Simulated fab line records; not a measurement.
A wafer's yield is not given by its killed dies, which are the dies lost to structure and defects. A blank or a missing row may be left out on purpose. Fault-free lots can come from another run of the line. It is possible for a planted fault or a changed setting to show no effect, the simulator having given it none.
Chamber matching :: flow n5 finfet :: 4 sister chambers for N5_GATE_CUT_ETCH_36 on rie diel-01
The step etches SiARC in CF4, target depth 13 nm, time 21.7 s. 8 wafers are shown with their chamber, then 9 later ones without.

WAFERS WITH THEIR CHAMBER
wafer: L076.5
chamber: 1
drypump motor current A (A): 6.1
throttle valve pct (%): 15.49

wafer: L077.3
chamber: 0
drypump motor current A (A): 6.1
throttle valve pct (%): 16.14

wafer: L084.2
chamber: 2
drypump motor current A (A): 5.1
throttle valve pct (%): 15.44

wafer: L084.4
chamber: 1
drypump motor current A (A): 6.1
throttle valve pct (%): 15.54

wafer: L084.5
chamber: 3
drypump motor current A (A): 6.3
throttle valve pct (%): 15.57

wafer: L085.1
chamber: 2
drypump motor current A (A): 5.1
throttle valve pct (%): 15.44

wafer: L085.3
chamber: 0
drypump motor current A (A): 6.2
throttle valve pct (%): 16.14

wafer: L085.6
chamber: 3
drypump motor current A (A): 6.3
throttle valve pct (%): 15.59

WAFERS WITH NO CHAMBER GIVEN
wafer: L089.1
drypump motor current A (A): 5.1
throttle valve pct (%): 15.46

wafer: L089.3
drypump motor current A (A): 6.1
throttle valve pct (%): 16.14

wafer: L089.4
drypump motor current A (A): 6.4
throttle valve pct (%): 15.59

wafer: L096.1
drypump motor current A (A): 5.1
throttle valve pct (%): 15.48

wafer: L096.2
drypump motor current A (A): 6.3
throttle valve pct (%): 15.61

wafer: L096.4
drypump motor current A (A): 5.1
throttle valve pct (%): 15.48

wafer: L097.3
drypump motor current A (A): 5.1
throttle valve pct (%): 15.49

wafer: L097.5
drypump motor current A (A): 5.1
throttle valve pct (%): 15.47

wafer: L097.6
drypump motor current A (A): 6.1
throttle valve pct (%): 15.60

WHICH CHAMBER EACH ONE RAN IN
wafer: L089.1
from the rows above: 2
in truth: 2

wafer: L089.3
from the rows above: 0
in truth: 0

wafer: L089.4
from the rows above: 3
in truth: 3

wafer: L096.1
from the rows above: 2
in truth: 2

wafer: L096.2
from the rows above: 3
in truth: 3

wafer: L096.4
from the rows above: 2
in truth: 2

wafer: L097.3
from the rows above: 2
in truth: 2

wafer: L097.5
from the rows above: 2
in truth: 2

wafer: L097.6
from the rows above: can't be placed: 1 or 3
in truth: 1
Placed correctly: 8 of 9. These rows do not allow placing 1 (true chamber among the candidates in 1). Placed wrongly: 0.
How it was worked out, from the rows above alone: a wafer's distance from a chamber is the root of the sum, over the readings, of the square of ((its reading less the chamber's mean) divided by the reading's scatter). The wafer belongs to the nearest chamber; if the next one is less than 2 further off, it can't be placed. A chamber's mean is the mean of its shown wafers. The scatter: take each reading less its chamber's mean, square it, sum over the shown wafers, divide by the number of wafers less the number of chambers, and take the root.
